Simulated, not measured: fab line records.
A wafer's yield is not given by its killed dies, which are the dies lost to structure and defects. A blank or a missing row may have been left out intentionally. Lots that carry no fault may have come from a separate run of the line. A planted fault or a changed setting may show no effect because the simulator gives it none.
fab line records	flow nandHarc
[record] lots = 24	wafers = 72	lastDay = 33
route steps=1302 shown A_STAIRCASE@716
lots that met no fault: from a run of the same line without faults
startH: hours from the record's first day to the start of the lot's first wafer shown	waitH: hours since the lot's step before	" same as the row above	L1.1+2: a single row standing in for several wafers	- no value, or no start given	* or withheld: withheld	< > ~ a bound
route shown NAME@n: a module of which the file shows steps, and the number in the route of the first	usual: average and standard deviation across the fault-free wafers	same: alike in all rows	chamber/n: place in a boat	sites: the reading at each site	_std_site: the standard deviation of these	_edge_site: the outer-site mean with the inner-site mean subtracted	radiusMm: for every site, how far away it sits from the centre of the wafer	mask NAME#n: copy n	behind: the most recent tool/chamber to have shaped the wafer	hold: reason for holding the lot/hours on hold/outcome of the hold	device: names the non-switching transistor (n, p or np)	end of line: at the end of the route, the tests of the same wafers	for a step that has no rows: nothing shown but its recipe	killed: count of dies lost to structure and defects at first sort (not the wafer's yield)	map: dies across one wafer; x = killed, . = not, _ = none there
set.NAME: setting as actually run; set.NAME@STEP: the setting as run at that earlier step	model.NAME: the simulator's own value behind a step, which no gauge read
one table for each step of the route and one row for each wafer, over a sample of lots
services: from which hour (startH, from the record's first day; less than 0 if before it) a tool's chamber was out of use, for how many hours, and why
[[steps]]
[step NHARC_A_STAIRCASE_TRIM_202]
[recipe] timeS = 211.2	o2FlowSccm = 500	arFlowSccm = 0	biasW = 0	chemistry = O2
[usual] drypumpMotorCurrentA = 5.6/0.52	oesProductAu = 1.002/0.0096	rfVppV = 57.9/0.83	showerheadPlenumPTorr = 3.56/0.14	throttleValvePct = 17.036/0.0096
lot.wafer	tool	chamber	startH	waitH	drypumpMotorCurrentA	oesProductAu	rfHoursCounterH	rfVppV	showerheadPlenumPTorr	throttleValvePct
L074.3	rieDiel-08	1	-	-	5.6	0.989	49	58.4	3.78	17.030
L074.2	"	2	"	"	5.6	0.998	52	58.9	3.51	17.026
L074.1	"	0	"	"	5.6	0.999	54	58.4	3.41	17.040
L076.3	rieDiel-02	2	-	-	5.7	1.000	44	58.2	3.60	17.033
L076.2	"	1	"	"	6.3	0.998	49	58.5	3.60	17.035
L076.6	"	3	"	"	4.9	1.004	-	58.7	3.39	17.030
L075.2	rieDiel-08	3	-	-	4.9	1.014	0	58.8	3.51	17.047
L075.4	"	0	"	"	5.6	1.010	0	57.5	3.41	17.050
L075.6	"	3	"	"	4.8	1.014	-	58.4	3.51	17.035
L077.4	rieDiel-08	3	-	-	4.9	1.014	6	57.3	3.51	17.022
L077.5	"	1	"	"	5.6	1.003	-	58.1	3.78	17.050
L077.6	"	2	"	"	5.6	1.002	-	58.7	3.50	17.031
L078.3	rieDiel-09	3	-	-	4.7	1.011	27	57.7	3.54	17.029
L078.4	"	0	"	"	6.2	0.993	25	58.9	3.73	17.043
L078.6	"	0	"	"	6.2	0.999	-	57.6	3.73	17.038
L079.1	rieDiel-02	0	-	-	6.7	1.012	1	57.8	3.76	17.030
L079.4	"	1	"	"	6.3	1.002	1	56.9	3.60	17.022
L079.5	"	3	"	"	4.9	1.013	-	56.9	3.39	17.022
L080.3	rieDiel-09	1	-	-	6.2	0.995	31	58.1	3.49	17.045
L080.4	"	2	"	"	5.0	0.980	35	56.8	3.28	17.035
L080.5	"	1	"	"	6.2	0.990	-	57.7	3.49	17.039
L081.3	rieDiel-02	3	-	-	4.9	1.007	7	57.1	3.38	17.052
L081.2	"	0	"	"	6.7	1.018	8	57.5	3.75	17.030
L081.5	"	1	"	"	6.3	0.975	-	56.8	3.59	17.020
L082.2	rieDiel-08	1	-	-	5.6	1.013	21	60.5	3.77	17.029
L082.4	"	3	"	"	4.8	1.012	26	58.8	3.49	17.046
L082.5	"	1	"	"	5.6	1.014	-	59.5	3.77	17.035
L083.1	rieDiel-08	2	-	-	5.6	1.000	24	57.4	3.49	17.043
L083.5	"	1	"	"	5.6	1.000	-	56.8	3.77	17.043
L083.6	"	2	"	"	5.6	0.986	-	58.8	3.49	17.037
L084.1	rieDiel-08	3	-	-	4.9	1.016	28	57.0	3.49	17.042
L084.3	"	0	"	"	5.6	1.012	28	57.4	3.40	17.036
L084.6	"	2	"	"	5.5	1.018	-	57.2	3.49	17.045
L085.4	rieDiel-02	1	-	-	6.3	0.986	23	58.9	3.58	17.032
L085.3	"	0	"	"	6.7	1.007	25	57.5	3.74	17.018
L085.6	"	1	"	"	6.3	0.991	-	57.6	3.58	17.052
L087.1	rieDiel-08	3	-	-	4.9	1.019	35	57.8	3.49	17.038
L087.3	"	1	"	"	5.6	1.009	33	59.4	3.76	17.053
L087.4	"	2	"	"	5.6	1.011	33	57.0	3.49	17.023
L086.4	rieDiel-08	3	-	-	4.9	1.003	36	57.5	3.49	17.017
L086.5	"	1	"	"	5.6	1.002	-	58.0	3.76	17.024
L086.6	"	2	"	"	5.5	0.993	-	57.1	3.49	17.040
L088.4	rieDiel-08	2	-	-	5.6	0.995	40	57.8	3.48	17.038
L088.2	"	3	"	"	4.9	1.001	42	57.5	3.49	17.042
L088.5	"	1	"	"	5.6	1.006	-	56.5	3.76	17.038
L089.1	rieDiel-08	1	-	-	5.6	1.002	40	57.5	3.76	17.038
L089.3	"	2	"	"	5.6	1.004	40	57.3	3.48	17.040
L089.6	"	1	"	"	5.6	1.010	-	59.6	3.76	17.042
L090.1	rieDiel-02	2	-	-	5.7	0.991	36	58.3	3.57	17.034
L090.3	"	3	"	"	5.0	0.994	45	57.0	3.36	17.037
L090.4	"	1	"	"	6.3	0.981	42	58.4	3.57	17.039
L091.2	rieDiel-08	0	-	-	5.6	1.006	52	57.5	3.38	17.028
L091.3	"	3	"	"	4.9	1.006	50	55.9	3.48	17.031
L091.5	"	1	"	"	5.6	1.005	-	59.5	3.75	17.036
L092.1	rieDiel-09	0	-	-	6.1	0.988	12	58.6	3.71	17.054
L092.2	"	2	"	"	5.0	0.984	12	58.0	3.80	17.043
L092.4	"	0	"	"	6.2	0.990	-	57.9	3.71	17.031
L094.2	rieDiel-02	1	-	-	6.3	0.992	53	58.1	3.57	17.027
L094.4	"	2	"	"	5.7	0.999	49	57.5	3.57	17.024
L094.6	"	1	"	"	6.3	0.992	-	57.1	3.57	17.033
L093.1	rieDiel-08	2	-	-	5.6	1.006	1	58.5	3.48	17.029
L093.3	"	3	"	"	4.9	1.010	1	58.0	3.48	17.027
L093.5	"	2	"	"	5.6	0.991	-	56.3	3.48	17.052
L095.2	rieDiel-08	1	-	-	5.7	0.990	2	57.8	3.75	17.031
L095.4	"	2	"	"	5.5	0.999	9	57.1	3.47	17.023
L095.5	"	0	"	"	5.6	1.008	-	57.8	3.38	17.048
L097.3	rieDiel-08	3	-	-	4.9	1.008	10	57.1	3.47	17.043
L097.2	"	0	"	"	5.6	1.013	10	57.2	3.38	17.037
L097.4	"	1	"	"	5.7	0.998	3	57.5	3.75	17.041
L096.4	rieDiel-02	3	-	-	5.0	0.991	1	56.6	3.35	17.028
L096.6	"	0	"	"	6.8	1.009	-	57.0	3.72	17.036
L096.5	"	1	"	"	6.3	0.986	-	58.5	3.56	17.021
[step NHARC_A_STAIRCASE_ETCH_221]
[recipe] targetDepthA = 1000	timeS = 40.5	ionEnergyEv = 400	c4f8FlowSccm = 20	o2FlowSccm = 10	arFlowSccm = withheld	rfW = 600	biasW = 1000	chemistry = C4F8/O2
[usual] oesProductAu = 0.936/0.014	rfVppV = 896/5.7
lot.wafer	tool	chamber	startH	waitH	oesProductAu	rfHoursCounterH	rfVppV
L074.1	rieDiel-02	0	-	-	0.953	39	904
L074.3	"	1	"	"	0.945	45	898
L074.2	"	3	"	"	0.934	39	890
L076.3	rieDiel-09	2	-	-	0.927	23	887
L076.2	"	3	"	"	0.943	21	896
L076.6	"	2	"	"	0.923	-	888
L075.2	rieDiel-09	3	-	-	0.938	22	896
L075.4	"	0	"	"	0.921	21	902
L075.6	"	2	"	"	0.929	-	888
L077.4	rieDiel-09	3	-	-	0.960	27	897
L077.5	"	1	"	"	0.951	-	895
L077.6	"	2	"	"	0.941	-	888
L078.3	rieDiel-09	1	-	-	0.942	26	893
L078.4	"	2	"	"	0.929	30	888
L078.6	"	1	"	"	0.936	-	894
L079.1	rieDiel-02	1	-	-	0.937	2	898
L079.4	"	2	"	"	0.937	2	899
L079.5	"	2	"	"	0.940	-	899
L080.4	rieDiel-09	2	-	-	0.918	35	885
L080.3	"	3	"	"	0.954	33	895
L080.5	"	3	"	"	0.950	-	896
L081.3	rieDiel-09	1	-	-	0.913	37	895
L081.2	"	2	"	"	0.902	43	888
L081.5	"	0	"	"	0.922	-	901
L082.4	rieDiel-08	1	-	-	0.927	21	905
L082.2	"	0	"	"	0.929	26	892
L082.5	"	1	"	"	0.929	-	905
L083.1	rieDiel-08	3	-	-	0.933	27	895
L083.6	"	0	"	"	0.933	-	891
L083.5	"	1	"	"	0.932	-	904
L084.1	rieDiel-09	0	-	-	0.920	46	903
L084.3	"	1	"	"	0.917	47	893
L084.6	"	0	"	"	0.916	-	904
L085.3	rieDiel-09	0	-	-	0.937	52	902
L085.4	"	3	"	"	0.955	48	895
L085.6	"	0	"	"	0.944	-	903
L087.4	rieDiel-09	2	-	-	0.948	62	886
L087.1	"	3	"	"	0.973	53	896
L087.3	"	0	"	"	0.942	59	902
L086.4	rieDiel-02	0	-	-	0.938	30	903
L086.6	"	1	"	"	0.926	-	898
L086.5	"	2	"	"	0.925	-	898
L088.2	rieDiel-08	0	-	-	0.939	44	892
L088.4	"	3	"	"	0.954	42	894
L088.5	"	0	"	"	0.944	-	891
L089.1	rieDiel-08	0	-	-	0.940	44	891
L089.3	"	3	"	"	0.952	42	896
L089.6	"	0	"	"	0.948	-	889
L090.1	rieDiel-08	2	-	-	0.923	49	893
L090.3	"	3	"	"	0.934	48	895
L090.4	"	0	"	"	0.925	51	889
L091.2	rieDiel-08	0	-	-	0.939	53	890
L091.3	"	2	"	"	0.955	50	894
L091.5	"	3	"	"	0.945	-	894
L092.1	rieDiel-02	1	-	-	0.922	50	897
L092.2	"	3	"	"	0.927	57	890
L092.4	"	0	"	"	0.937	55	903
L094.2	rieDiel-09	3	-	-	0.930	19	895
L094.4	"	0	"	"	0.920	-	902
L094.6	"	2	"	"	0.921	-	907
L093.3	rieDiel-08	1	-	-	0.959	1	903
L093.1	"	2	"	"	0.944	1	894
L093.5	"	0	"	"	0.960	-	891
L095.2	rieDiel-08	2	-	-	0.937	9	896
L095.4	"	3	"	"	0.936	9	894
L095.5	"	1	"	"	0.931	-	903
L097.3	rieDiel-02	0	-	-	0.974	1	904
L097.2	"	1	"	"	0.943	1	898
L097.4	"	2	"	"	0.938	1	897
L096.4	rieDiel-09	1	-	-	0.928	8	894
L096.6	"	3	"	"	0.926	-	895
L096.5	"	0	"	"	0.922	-	902
[step NHARC_A_STAIRCASE_ETCH_230]
[recipe] targetDepthA = 1000	timeS = 40.5	ionEnergyEv = 400	c4f8FlowSccm = 20	o2FlowSccm = 10	arFlowSccm = withheld	rfW = 600	biasW = 1000	chemistry = C4F8/O2
[usual] oesProductAu = 0.957/0.019	rfVppV = 896/5.2
lot.wafer	tool	chamber	startH	waitH	oesProductAu	rfHoursCounterH	rfVppV
L074.1	rieDiel-08	1	-	-	0.949	49	904
L074.2	"	2	"	"	0.962	52	896
L074.3	"	3	"	"	0.963	58	895
L076.2	rieDiel-02	3	-	-	0.977	45	889
L076.3	"	0	"	"	0.927	43	904
L076.6	"	3	"	"	0.975	-	891
L075.2	rieDiel-08	1	-	-	0.951	1	905
L075.4	"	1	"	"	0.973	-	904
L075.6	"	3	"	"	0.973	-	896
L077.4	rieDiel-09	0	-	-	0.929	26	904
L077.6	"	0	"	"	0.942	-	903
L077.5	"	1	"	"	0.936	-	896
L078.4	rieDiel-09	1	-	-	0.953	27	895
L078.3	"	2	"	"	0.955	31	887
L078.6	"	1	"	"	0.963	-	893
L079.1	rieDiel-08	0	-	-	0.961	15	890
L079.4	"	3	"	"	0.989	13	895
L079.5	"	0	"	"	0.965	-	891
L080.4	rieDiel-02	3	-	-	0.994	2	891
L080.3	"	1	"	"	0.955	3	899
L080.5	"	0	"	"	0.992	-	904
L081.3	rieDiel-09	3	-	-	0.953	41	896
L081.2	"	0	"	"	0.945	37	902
L081.5	"	0	"	"	0.950	-	903
L082.2	rieDiel-02	0	-	-	0.942	17	903
L082.4	"	1	"	"	0.909	15	900
L082.5	"	2	"	"	0.923	-	899
L083.1	rieDiel-09	2	-	-	0.923	50	886
L083.6	"	2	"	"	0.925	-	886
L083.5	"	0	"	"	0.915	-	904
L084.3	rieDiel-08	2	-	-	0.954	26	894
L084.1	"	1	"	"	0.963	23	905
L084.6	"	2	"	"	0.959	-	895
L085.3	rieDiel-02	1	-	-	0.965	23	899
L085.4	"	2	"	"	0.973	18	898
L085.6	"	0	"	"	0.973	-	904
L087.4	rieDiel-08	1	-	-	0.987	34	902
L087.1	"	2	"	"	0.956	34	895
L087.3	"	3	"	"	0.975	36	895
L086.4	rieDiel-08	2	-	-	0.974	34	896
L086.6	"	1	"	"	0.961	-	903
L086.5	"	2	"	"	0.974	-	893
L088.2	rieDiel-08	3	-	-	0.953	43	893
L088.4	"	1	"	"	0.934	41	904
L088.5	"	2	"	"	0.942	-	894
L089.3	rieDiel-02	1	-	-	0.937	35	899
L089.1	"	0	"	"	0.961	36	902
L089.6	"	1	"	"	0.937	-	897
L090.4	rieDiel-08	0	-	-	0.937	52	890
L090.1	"	1	"	"	0.956	50	904
L090.3	"	3	"	"	0.951	49	895
L091.3	rieDiel-08	2	-	-	0.958	51	893
L091.2	"	3	"	"	0.960	50	894
L091.5	"	3	"	"	0.973	-	892
L092.2	rieDiel-08	0	-	-	0.982	0	891
L092.4	"	1	"	"	0.953	0	904
L092.1	"	2	"	"	0.945	0	893
L094.2	rieDiel-02	3	-	-	0.964	59	890
L094.4	"	1	"	"	0.933	53	898
L094.6	"	0	"	"	0.972	-	904
L093.1	rieDiel-08	2	-	-	0.943	2	895
L093.3	"	3	"	"	0.942	2	894
L093.5	"	2	"	"	0.929	-	894
L095.2	rieDiel-02	2	-	-	0.962	0	898
L095.4	"	3	"	"	0.971	0	888
L095.5	"	1	"	"	0.970	-	897
L097.4	rieDiel-08	2	-	-	0.977	11	894
L097.2	"	3	"	"	0.970	11	896
L097.3	"	1	"	"	0.970	4	902
L096.4	rieDiel-08	1	-	-	0.976	4	903
L096.6	"	3	"	"	0.968	-	894
L096.5	"	0	"	"	0.982	-	891
[step NHARC_A_STAIRCASE_DEP_259]
[recipe] targetThkA = 300	targetThkNm = 30	tempC = 400	pressureTorr = 3.5	flowSccm = 200	rfW = 350	material = SiON
[usual] heaterPowerW = 757/92
lot.wafer	tool	chamber	startH	waitH	heaterPowerW
L074.1	pecvd-04	2	374.53	1.5	879
L074.2	"	0	"	"	679
L074.3	"	0	"	"	712
L076.2	pecvd-03	1	387.43	1.3	573
L076.3	"	2	"	"	747
L076.6	"	2	"	"	733
L075.2	pecvd-03	0	387.65	1.3	890
L075.4	"	2	"	"	713
L075.6	"	1	"	"	561
L077.5	pecvd-04	1	403.95	0.4	680
L077.6	"	2	"	"	794
L077.4	"	0	"	"	809
L078.3	pecvd-03	0	404.71	0.9	822
L078.6	"	0	"	"	821
L078.4	"	2	"	"	745
L079.1	pecvd-04	0	415.92	1.8	821
L079.4	"	0	"	"	826
L079.5	"	1	"	"	658
L080.3	pecvd-04	2	417.58	1.0	890
L080.4	"	1	"	"	730
L080.5	"	2	"	"	881
L081.2	pecvd-02	2	438.80	1.3	764
L081.3	"	0	"	"	714
L081.5	"	2	"	"	759
L082.2	pecvd-03	1	461.40	1.3	579
L082.4	"	2	"	"	624
L082.5	"	0	"	"	877
L083.1	pecvd-02	1	461.45	1.6	670
L083.5	"	1	"	"	667
L083.6	"	2	"	"	740
L084.3	pecvd-03	1	463.26	0.9	649
L084.1	"	2	"	"	776
L084.6	"	2	"	"	626
L085.3	pecvd-04	0	479.22	1.0	666
L085.6	"	2	"	"	911
L085.4	"	0	"	"	694
L087.3	pecvd-02	2	490.64	1.0	758
L087.1	"	0	"	"	804
L087.4	"	1	"	"	676
L086.6	pecvd-03	2	490.86	0.1	687
L086.5	"	0	"	"	866
L086.4	"	1	"	"	658
L088.2	pecvd-04	0	510.30	1.2	778
L088.5	"	0	"	"	770
L088.4	"	1	"	"	743
L089.3	pecvd-03	2	511.00	0.9	677
L089.1	"	1	"	"	702
L089.6	"	0	"	"	935
L090.3	pecvd-02	0	535.47	0.9	779
L090.1	"	2	"	"	688
L090.4	"	0	"	"	784
L091.3	pecvd-03	0	541.04	0.9	847
L091.2	"	1	"	"	703
L091.5	"	2	"	"	778
L092.1	pecvd-04	0	562.20	1.5	709
L092.2	"	2	"	"	808
L092.4	"	1	"	"	687
L094.2	pecvd-04	1	565.99	1.3	658
L094.4	"	2	"	"	804
L094.6	"	1	"	"	660
L093.1	pecvd-03	0	566.55	1.6	853
L093.3	"	1	"	"	638
L093.5	"	2	"	"	612
L095.2	pecvd-04	0	585.60	1.3	791
L095.4	"	1	"	"	760
L095.5	"	2	"	"	851
L097.3	pecvd-03	2	590.96	1.2	641
L097.2	"	1	"	"	724
L097.4	"	2	"	"	650
L096.4	pecvd-04	2	592.64	0.7	912
L096.5	"	0	"	"	686
L096.6	"	1	"	"	714
[step NHARC_A_STAIRCASE_ETCH_292]
[recipe] cf4FlowSccm = 100	chf3FlowSccm = 30	arFlowSccm = 0	rfW = 500	biasW = 200	chemistry = CF4/CHF3
[usual] drypumpMotorCurrentA = 5.5/0.57	oesProductAu = 0.945/0.023	rfVppV = 370.6/2.3	showerheadPlenumPTorr = 1.58/0.065	throttleValvePct = 16.803/0.0092
lot.wafer	tool	chamber	startH	waitH	drypumpMotorCurrentA	oesProductAu	rfHoursCounterH	rfVppV	showerheadPlenumPTorr	throttleValvePct
L074.1	rieDiel-08	0	386.32	0.1	5.6	0.959	2	368.6	1.52	16.815
L074.2	"	1	"	"	5.6	0.968	2	374.5	1.69	16.810
L074.3	"	2	"	"	5.6	1.009	1	369.8	1.56	16.813
L076.2	rieDiel-09	0	394.41	0.1	6.1	0.939	24	374.2	1.67	16.810
L076.3	"	1	"	"	6.2	0.964	25	370.6	1.56	16.788
L076.6	"	3	"	"	4.7	0.957	-	369.8	1.58	16.798
L075.4	rieDiel-08	3	395.16	0.1	4.9	0.942	6	368.6	1.56	16.793
L075.2	"	1	"	"	5.6	0.931	5	375.3	1.69	16.803
L075.6	"	0	"	"	5.6	0.919	-	369.5	1.52	16.794
L077.4	rieDiel-08	3	414.54	0.1	4.8	0.944	14	371.2	1.56	16.798
L077.5	"	1	"	"	5.6	0.939	-	373.9	1.68	16.808
L077.6	"	2	"	"	5.6	0.936	-	370.4	1.56	16.804
L078.3	rieDiel-09	3	414.67	0.1	4.7	0.936	34	370.9	1.58	16.790
L078.4	"	2	"	"	5.0	0.910	36	367.0	1.46	16.799
L078.6	"	0	"	"	6.1	0.912	-	372.4	1.66	16.821
L079.1	rieDiel-08	1	423.71	0.1	5.5	0.915	14	374.5	1.68	16.804
L079.4	"	0	"	"	5.6	0.927	18	369.0	1.52	16.790
L079.5	"	1	"	"	5.6	0.913	-	375.6	1.68	16.804
L080.3	rieDiel-09	3	425.53	0.1	4.7	0.968	40	371.9	1.58	16.794
L080.4	"	0	"	"	6.1	0.973	36	373.0	1.66	16.810
L080.5	"	2	"	"	5.0	0.950	-	366.1	1.46	16.792
L081.3	rieDiel-09	2	446.56	0.1	5.0	0.942	47	366.7	1.46	16.807
L081.2	"	3	"	"	4.7	0.942	45	370.8	1.58	16.784
L081.5	"	1	"	"	6.3	0.952	-	369.8	1.55	16.805
L082.2	rieDiel-08	3	468.32	0.1	4.8	0.968	31	370.8	1.56	16.798
L082.5	"	2	"	"	5.5	0.961	-	370.2	1.56	16.803
L082.4	"	1	"	"	5.6	0.972	-	373.2	1.68	16.802
L083.1	rieDiel-08	1	468.62	0.2	5.6	0.976	26	373.3	1.68	16.801
L083.5	"	3	"	"	4.9	0.969	-	368.6	1.56	16.809
L083.6	"	0	"	"	5.6	0.954	-	368.0	1.51	16.803
L084.3	rieDiel-09	0	469.99	0.1	6.1	0.979	52	371.5	1.66	16.818
L084.1	"	1	"	"	6.2	0.956	54	370.4	1.55	16.819
L084.6	"	0	"	"	6.1	0.973	-	373.4	1.66	16.804
L085.4	rieDiel-09	2	486.90	0.1	5.0	0.914	62	367.3	1.45	16.813
L085.3	"	3	"	"	4.7	0.927	54	369.9	1.57	16.812
L085.6	"	2	"	"	5.0	0.910	-	367.5	1.45	16.818
L087.1	rieDiel-02	1	498.07	0.1	6.3	0.956	31	369.9	1.60	16.807
L087.4	"	3	"	"	4.9	0.958	32	367.2	1.50	16.797
L087.3	"	0	"	"	6.7	0.973	33	373.3	1.67	16.816
L086.4	rieDiel-02	1	499.19	0.1	6.3	0.912	32	372.1	1.60	16.793
L086.5	"	1	"	"	6.3	0.921	-	370.0	1.60	16.802
L086.6	"	2	"	"	5.7	0.918	-	372.7	1.60	16.791
L088.4	rieDiel-08	2	517.20	0.1	5.6	0.967	43	369.4	1.55	16.796
L088.2	"	1	"	"	5.6	0.992	43	372.4	1.68	16.795
L088.5	"	3	"	"	4.8	0.959	-	369.6	1.55	16.805
L089.1	rieDiel-08	3	518.82	0.1	4.8	0.983	45	368.5	1.55	16.789
L089.3	"	0	"	"	5.5	0.965	48	369.1	1.51	16.809
L089.6	"	0	"	"	5.5	0.966	-	369.9	1.51	16.799
L090.3	rieDiel-02	3	543.97	0.1	4.9	0.975	50	369.1	1.50	16.788
L090.1	"	0	"	"	6.7	0.990	49	372.7	1.66	16.787
L090.4	"	2	"	"	5.7	0.956	41	372.6	1.59	16.800
L091.2	rieDiel-02	3	551.98	0.3	4.9	0.917	56	367.9	1.50	16.809
L091.3	"	1	"	"	6.3	0.912	50	370.7	1.59	16.812
L091.5	"	2	"	"	5.7	0.922	-	371.2	1.59	16.812
L092.2	rieDiel-08	2	572.69	0.1	5.6	0.921	6	369.7	1.55	16.796
L092.1	"	0	"	"	5.5	0.941	6	368.7	1.51	16.812
L092.4	"	0	"	"	5.5	0.930	-	368.6	1.51	16.811
L094.2	rieDiel-08	0	574.53	0.3	5.5	0.968	7	369.0	1.51	16.808
L094.4	"	0	"	"	5.6	0.953	-	367.2	1.51	16.804
L094.6	"	2	"	"	5.6	0.950	-	368.6	1.55	16.800
L093.3	rieDiel-09	0	575.33	0.1	6.1	0.908	28	373.6	1.65	16.811
L093.1	"	2	"	"	5.0	0.909	28	375.2	1.69	16.807
L093.5	"	3	"	"	4.7	0.921	-	370.9	1.57	16.804
L095.2	rieDiel-09	1	592.95	0.1	6.3	0.908	11	370.1	1.55	16.805
L095.4	"	3	"	"	4.7	0.933	-	369.3	1.56	16.792
L095.5	"	1	"	"	6.2	0.919	-	370.3	1.55	16.810
L097.3	rieDiel-09	0	597.79	0.1	6.1	0.939	33	373.1	1.65	16.810
L097.2	"	1	"	"	6.2	0.957	13	369.9	1.55	16.809
L097.4	"	2	"	"	5.0	0.964	37	374.5	1.69	16.798
L096.4	rieDiel-08	3	599.80	0.1	4.8	0.944	13	368.5	1.55	16.795
L096.5	"	3	"	"	4.8	0.944	-	369.0	1.55	16.799
L096.6	"	0	"	"	5.6	0.941	-	368.8	1.50	16.783
[step NHARC_A_STAIRCASE_ALD_420]
[recipe] targetThkA = 200	pulseTimeS = 6	aldCycles = 200	tempC = 300	material = SiO2
[usual] heaterPowerW = 450/38	precursorPulseHeightRel = 0.999/0.02
lot.wafer	tool	chamber	startH	waitH	heaterPowerW	precursorPulseHeightRel
L074.3	aldHk-01	3	398.32	0.1	459	1.005
L074.1	"	0	"	"	463	1.013
L074.2	"	2	"	"	472	0.987
L076.3	aldHk-04	1	406.37	-	426	1.017
L076.2	"	2	"	"	454	1.007
L076.6	"	1	"	"	412	1.011
L075.2	aldHk-01	1	410.59	-	438	1.000
L075.4	"	2	"	"	482	1.003
L075.6	"	1	"	"	446	0.985
L077.4	aldHk-03	0	427.40	-	475	1.002
L077.6	"	0	"	"	481	1.004
L077.5	"	1	"	"	466	0.994
L078.4	aldHk-03	2	428.51	-	431	0.973
L078.3	"	0	"	"	485	0.976
L078.6	"	2	"	"	440	0.987
L079.1	aldHk-03	0	436.98	-	488	1.028
L079.4	"	2	"	"	423	0.995
L079.5	"	0	"	"	470	1.012
L080.3	aldHk-01	0	437.15	-	477	1.000
L080.4	"	2	"	"	477	1.002
L080.5	"	0	"	"	476	0.978
L081.2	aldHk-03	1	459.47	-	471	0.957
L081.3	"	2	"	"	419	0.988
L081.5	"	3	"	"	393	0.985
L083.1	aldHk-03	2	483.94	-	433	0.986
L083.5	"	2	"	"	432	1.000
L083.6	"	3	"	"	387	0.967
L082.4	aldHk-04	3	484.48	-	517	1.016
L082.2	"	2	"	"	452	1.039
L082.5	"	0	"	"	400	1.014
L084.1	aldHk-01	0	484.65	-	464	0.996
L084.3	"	2	"	"	484	1.036
L084.6	"	1	"	"	435	0.995
L085.4	aldHk-01	2	500.57	-	490	1.021
L085.3	"	0	"	"	474	1.028
L085.6	"	1	"	"	435	1.008
L087.1	aldHk-04	2	511.53	-	450	0.993
L087.4	"	3	"	"	532	1.010
L087.3	"	0	"	"	404	1.034
L086.4	aldHk-03	3	512.00	-	389	0.984
L086.5	"	0	"	"	479	0.959
L086.6	"	1	"	"	472	0.998
L088.4	aldHk-04	0	529.67	-	410	1.025
L088.2	"	1	"	"	423	1.021
L088.5	"	3	"	"	538	0.982
L089.1	aldHk-04	3	537.40	-	539	1.023
L089.3	"	1	"	"	403	0.973
L089.6	"	0	"	"	413	0.995
L090.1	aldHk-01	3	560.98	-	444	0.992
L090.4	"	1	"	"	420	0.995
L090.3	"	2	"	"	484	0.994
L091.2	aldHk-03	3	567.06	-	394	1.008
L091.3	"	0	"	"	480	0.992
L091.5	"	2	"	"	427	0.980
L092.4	aldHk-03	3	586.49	-	404	0.978
L092.2	"	0	"	"	480	1.035
L092.1	"	2	"	"	414	1.006
L094.2	aldHk-04	2	588.61	-	447	1.022
L094.4	"	1	"	"	423	1.005
L094.6	"	3	"	"	525	1.006
L093.3	aldHk-03	1	588.93	-	480	1.033
L093.1	"	2	"	"	398	0.997
L093.5	"	3	"	"	402	0.982
L095.4	aldHk-04	1	606.47	-	413	0.984
L095.2	"	2	"	"	430	1.027
L095.5	"	2	"	"	437	1.002
L097.3	aldHk-01	0	609.66	-	469	0.984
L097.4	"	1	"	"	428	1.020
L097.2	"	2	"	"	479	0.987
L096.4	aldHk-03	1	611.86	-	465	0.986
L096.6	"	1	"	"	486	1.020
L096.5	"	2	"	"	403	0.971
[[services]]
tool	chamber	startH	hours	kind
pecvd-04	1	358.03	17.4	repair
pecvd-03	-	366.14	13.0	pm
rieDiel-08	-	367.84	9.0	pm
aldHk-03	-	375.61	2.3	repair
rieDiel-08	2	379.29	7.0	repair
pecvd-04	1	381.53	7.2	repair
aldHk-03	-	391.01	10.0	pm
rieDiel-02	-	393.86	9.0	pm
rieDiel-08	1	401.22	6.6	repair
pecvd-04	-	431.79	0.4	repair
rieDiel-02	-	442.16	0.3	repair
pecvd-04	-	450.26	13.0	pm
rieDiel-09	3	451.33	8.9	repair
rieDiel-02	2	455.77	5.2	repair
rieDiel-08	0	465.72	2.6	repair
rieDiel-09	-	497.17	9.0	pm
pecvd-04	2	530.26	6.8	repair
rieDiel-09	1	539.60	45.0	repair
rieDiel-08	-	544.89	9.0	pm
pecvd-03	-	547.16	13.0	pm
pecvd-04	-	567.72	2.5	repair
rieDiel-08	-	569.67	0.4	repair
rieDiel-02	-	570.88	9.0	pm
rieDiel-09	0	589.90	6.2	repair
[[key]]
fault none
